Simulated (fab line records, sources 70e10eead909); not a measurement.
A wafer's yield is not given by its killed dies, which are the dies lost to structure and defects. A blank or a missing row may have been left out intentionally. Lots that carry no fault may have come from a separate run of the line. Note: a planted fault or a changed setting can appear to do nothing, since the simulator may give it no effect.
What tool caused it?	flow nand harc	36 wafers from 12 lots sampled at 5 of the route's 1302 steps

WHAT EACH GAUGE READ, for each wafer
NHARC_A_CONTACT_CD_MEAS_08: the cd target is 200 nm. Usual: cd nm reads 199.9 nm (standard deviation 0.57).
lot	measured	on	cd nm (nm)	flag
L317	day 22 18:32	cd sem-03	199.9 199.2 199.3	
L319	day 23 00:29	cd sem-03	199.8 199.9 200.4	
L318	day 23 04:29	cd sem-02	199.3 200.2 200.8	
L322	day 25 10:36	cd sem-02	199.0 199.7 200.4	
L324	day 26 11:42	cd sem-02	198.9 200.7 200.3	
L327	day 26 17:32	cd sem-02	198.9 199.6 199.1	
L330	day 28 02:11	cd sem-03	200.4 200.5 200.3	
L331	day 28 03:49	cd sem-01	200.2 199.8 200.3	
L335	day 30 18:21	cd sem-01	199.7 200.1 199.0	
L337	day 31 12:53	cd sem-03	200.7 199.2 199.3	
L338	day 31 13:44	cd sem-01	200.2 199.8 199.8	
L339	day 31 21:15	cd sem-01	199.9 201.1 200.1	

NHARC_END_SORT_01. Usual: killed at array 46, standard deviation 16; killed at other 0.9, standard deviation 1.3; killed at periphery 4.1, standard deviation 3; killed dies 51, standard deviation 17; killed open 3.5, standard deviation 1.8; killed short 2.5, standard deviation 1.8.
lot	measured	on	killed at array	killed at other	killed at periphery	killed dies	killed open	killed short	flag
L330	day 31 12:43	prober-02	109 136 91	0 0 1	1 6 6	110 142 98	3 2 2	2 2 2	OFF
L331	day 31 09:32	prober-01	90 79 127	0 0 0	3 6 1	93 85 128	3 5 0	2 4 6	OFF

EACH LOT AND THE TOOL THAT RAN IT (in order: tool; ch and the chambers of the sampled wafers; start)
lot	NHARC_A_CONTACT_STRIP_104	NHARC_A_CONTACT_ETCH_30	NHARC_A_CONTACT_ETCH_31
L317	rie diel-13 ch 0,1,2, day 22 14:08	rie diel-08 ch 1,3, no start	rie diel-08 ch 0,1, no start
L319	rie diel-08 ch 0,1,3, day 22 21:22	rie diel-08 ch 0,2,3, no start	rie diel-08 ch 0,1,2, no start
L318	rie diel-02 ch 1,2,3, day 22 22:02	rie diel-08 ch 1,2,3, no start	rie diel-08 ch 0,1,3, no start
L322	rie diel-08 ch 1,2,3, day 25 07:23	rie diel-02 ch 0,2,3, no start	rie diel-02 ch 0,1,2, no start
L324	rie diel-08 ch 0,2,3, day 26 04:59	rie diel-08 ch 0,1,2, no start	rie diel-08 ch 0,1,3, no start
L327	rie diel-08 ch 0,2,3, day 26 13:34	rie diel-08 ch 1,2,3, no start	rie diel-08 ch 0,2,3, no start
L330	rie diel-08 ch 0,2,3, day 27 22:54	rie diel-08 ch 2,3, day 31 12:43 or earlier	rie diel-08 ch 0,2,3, day 31 12:43 or earlier
L331	rie diel-08 ch 0,3, day 28 00:32	rie diel-13 ch 0,3, day 31 09:32 or earlier	rie diel-13 ch 2,3, day 31 09:32 or earlier
L335	rie diel-13 ch 1,2, day 30 12:28	rie diel-08 ch 1,2, no start	rie diel-08 ch 0,2, no start
L337	rie diel-13 ch 1,2,3, day 31 07:59	rie diel-08 ch 0,1,2, no start	rie diel-08 ch 0,2,3, no start
L338	rie diel-02 ch 0,2, day 31 08:59	rie diel-08 ch 0,1,2, no start	rie diel-08 ch 0,1,2, no start
L339	rie diel-08 ch 0,1,2, day 31 18:08	rie diel-13 ch 0,3, no start	rie diel-13 ch 0,1, no start
- NHARC_A_CONTACT_STRIP_104: strips in CF4/CHF3.
- NHARC_A_CONTACT_ETCH_30: etches the open film in CF4/CHF3, target depth 72.6 nm, time 36.3 s.
- NHARC_A_CONTACT_ETCH_31: etches the open film in O2/COS, target depth 2800 nm, time 728 s.

WHAT THE TOOLS THEMSELVES READ (means of the sampled wafers that have a number; where no wafer has one, the mark that the record gives instead)
NHARC_A_CONTACT_ETCH_30. Usual: for cf4 flow sccm, 100.0 sccm with a standard deviation of 0.33; for chf3 flow sccm, 30.00 sccm with a standard deviation of 0.082; for drypump motor current A, 5.9 A with a standard deviation of 0.37; for oes product au, 0.942 a.u. with a standard deviation of 0.025; for rf vpp V, 369.6 V with a standard deviation of 2; for showerhead plenum p Torr, 1.55 Torr with a standard deviation of 0.056; for throttle valve pct, 16.802 % with a standard deviation of 0.0096.
lot	tool	cf4 flow sccm (sccm)	chf3 flow sccm (sccm)	drypump motor current A (A)	oes product au (a.u.)	rf vpp V (V)	showerhead plenum p Torr (Torr)	throttle valve pct (%)	flag
L317	rie diel-08	100.1	30.02	5.8	0.925	370.3	1.58	16.800	
L319	rie diel-08	99.9	29.99	6.0	0.936	369.1	1.54	16.805	
L318	rie diel-08	99.9	30.03	5.9	0.976	370.3	1.54	16.803	
L322	rie diel-02	100.0	29.99	5.1	0.985	370.4	1.58	16.802	
L324	rie diel-08	100.0	29.97	6.1	0.912	368.5	1.51	16.801	
L327	rie diel-08	100.0	30.08	5.9	0.933	369.1	1.53	16.806	
L330	rie diel-08	100.4	29.98	6.0	0.929	367.9	1.52	16.803	
L331	rie diel-13	99.9	30.00	5.6	0.940	371.6	1.63	16.796	
L335	rie diel-08	100.1	29.90	6.0	0.922	368.7	1.51	16.809	
L337	rie diel-08	99.9	30.03	6.2	0.963	368.2	1.51	16.799	
L338	rie diel-08	100.0	30.03	6.2	0.967	368.0	1.51	16.808	
L339	rie diel-13	100.2	29.98	5.8	0.980	369.9	1.56	16.801	

NHARC_A_CONTACT_ETCH_31. Usual: drypump motor current A 5.9 A, standard deviation 0.35; oes product au 1.000 a.u., standard deviation 0.011; rf vpp V 313.4 V, standard deviation 1.8; showerhead plenum p Torr 3.07 Torr, standard deviation 0.11; throttle valve pct 28.329 %, standard deviation 0.0082.
lot	tool	drypump motor current A (A)	oes product au (a.u.)	rf vpp V (V)	showerhead plenum p Torr (Torr)	throttle valve pct (%)	flag
L317	rie diel-08	6.1	1.010	312.5	3.05	28.330	
L319	rie diel-08	6.2	1.006	313.2	3.01	28.327	
L318	rie diel-08	6.0	1.004	314.9	3.09	28.329	
L322	rie diel-02	5.7	0.998	315.0	3.21	28.330	
L324	rie diel-08	6.0	0.987	313.3	3.08	28.337	
L327	rie diel-08	6.0	0.991	312.4	3.04	28.322	
L330	rie diel-08	6.0	1.002	312.9	3.04	28.320	
L331	rie diel-13	5.4	1.003	314.7	3.21	28.325	
L335	rie diel-08	6.2	1.006	312.0	2.96	28.326	
L337	rie diel-08	6.0	0.998	312.8	3.03	28.328	
L338	rie diel-08	6.2	0.996	313.3	3.00	28.333	
L339	rie diel-13	6.0	0.998	312.7	3.08	28.331	

THE ANSWER, worked out from the rows above alone
Rule: lot off if the mean of its wafers having a number is beyond 3 standard deviations from the usual mean. A lot without any number at a reading at which 4 lots or more have one is off too. The other lots that the step has rows for count as sound. First the gauges in route order, then the tools' own readings, where a lot's mean is used as printed above. The first step at which some lot is off is used, and at that step the reading that is off furthest; a lot without a number counts as furthest.
Off: L330, L331, at NHARC_END_SORT_01 (killed at array). Neither off nor sound, because the step has no rows for them: L317, L319, L318, L322, L324, L327, L335, L337, L338, L339.
If a tool, at a process step before that reading, ran all the lots that are off and no sound lot after the first of them, it fits. The gauges at NHARC_END_SORT_01 are tried like those tools. NHARC_A_CONTACT_ETCH_30: start missing for some lots; hours and lot order therefore follow NHARC_END_SORT_01. NHARC_A_CONTACT_ETCH_31: start missing for some lots; hours and lot order therefore follow NHARC_END_SORT_01. One fits: rie diel-08 at NHARC_A_CONTACT_STRIP_104. It ran no sound lot before its first lot that is off in this sample, so the start can't be narrowed down.

WHAT THE SIMULATOR HAD PUT IN
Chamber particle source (rie diel-08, NHARC_A_CONTACT_STRIP_104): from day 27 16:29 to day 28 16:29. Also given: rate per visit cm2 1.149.
Lots struck among those shown: L330, L331. Same finding as the rule above.
